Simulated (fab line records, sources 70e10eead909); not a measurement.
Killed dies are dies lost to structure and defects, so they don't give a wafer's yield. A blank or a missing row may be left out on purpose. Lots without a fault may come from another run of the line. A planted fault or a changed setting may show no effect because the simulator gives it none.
Which tool did it? | flow nand_harc | 6 lots, 18 wafers sampled, at 5 steps of a route of 1302

WHAT THE GAUGES READ, wafer by wafer
NHARC_END_SORT_01.
lot | measured | on | killed_at_array

WHICH TOOL RAN EACH LOT (tool, then ch and the chambers of the sampled wafers, then the start)
lot  | NHARC_P_ZERO_WELL_DESCUM_54        | NHARC_P_GATE_OXIDE_02         | NHARC_P_GATE_ALD_36               | NHARC_P_GATE_DESCUM_48
L726 | rie_diel-06 ch 0,3, day 3 17:46    | furnace-01 ch 0, day 5 17:09  | ald_sin-02 ch 0,1, day 6 13:37    | rie_diel-04 ch 1,2,3, day 7 02:17
L734 | rie_diel-06 ch 0,2,3, day 7 04:23  | furnace-01 ch 0, day 9 07:37  | ald_sin-02 ch 0,2, day 10 07:13   | rie_diel-04 ch 0,2, day 10 16:50
L737 | rie_diel-06 ch 0,2, day 8 08:08    | furnace-06 ch 0, day 10 16:25 | ald_sin-01 ch 0,1,3, day 11 16:35 | rie_diel-11 ch 0,1,3, day 12 01:13
L740 | rie_diel-09 ch 1,2,3, day 9 13:58  | furnace-04 ch 0, day 11 12:33 | ald_sin-02 ch 1,2,3, day 12 08:40 | rie_diel-04 ch 0,1,3, day 12 19:17
L742 | rie_diel-09 ch 0,3, day 10 10:05   | furnace-04 ch 0, day 12 10:10 | ald_sin-03 ch 0,2,3, day 13 10:56 | rie_diel-02 ch 0,1,3, day 13 21:39
L745 | rie_diel-12 ch 1,2,3, day 11 15:59 | furnace-06 ch 0, day 13 17:36 | ald_sin-03 ch 0,1,2, day 14 14:13 | rie_diel-02 ch 0,1,3, day 15 00:56
- NHARC_P_ZERO_WELL_DESCUM_54: chemistry O2, time 3 s.
- NHARC_P_GATE_OXIDE_02: material SiO2, target thk 37.5 nm, ox time 365 s.
- NHARC_P_GATE_ALD_36: deposits SiNx, target thk 20 nm, pulse time 60 s, ald cycles 223.
- NHARC_P_GATE_DESCUM_48: chemistry O2, time 3 s.

THE ANSWER, worked out from the rows above alone
Rule: what is usual is taken from the lots themselves. Put in order of their means at a reading, lots are off if they are a third of the lots or fewer, leave a main group of 4 or more, and stand apart from it by a gap of 3 or more times the standard deviation of the main group's means; of several such gaps the widest counts. A main group whose means are all the same, to the digits that the tables above print for the reading, isn't used. A lot without any number at a reading at which 4 lots or more have one is off too. The other lots that the step has rows for count as sound.
No lot is off at any reading shown: from this, nothing can be told.

WHAT THE SIMULATOR HAD PUT IN
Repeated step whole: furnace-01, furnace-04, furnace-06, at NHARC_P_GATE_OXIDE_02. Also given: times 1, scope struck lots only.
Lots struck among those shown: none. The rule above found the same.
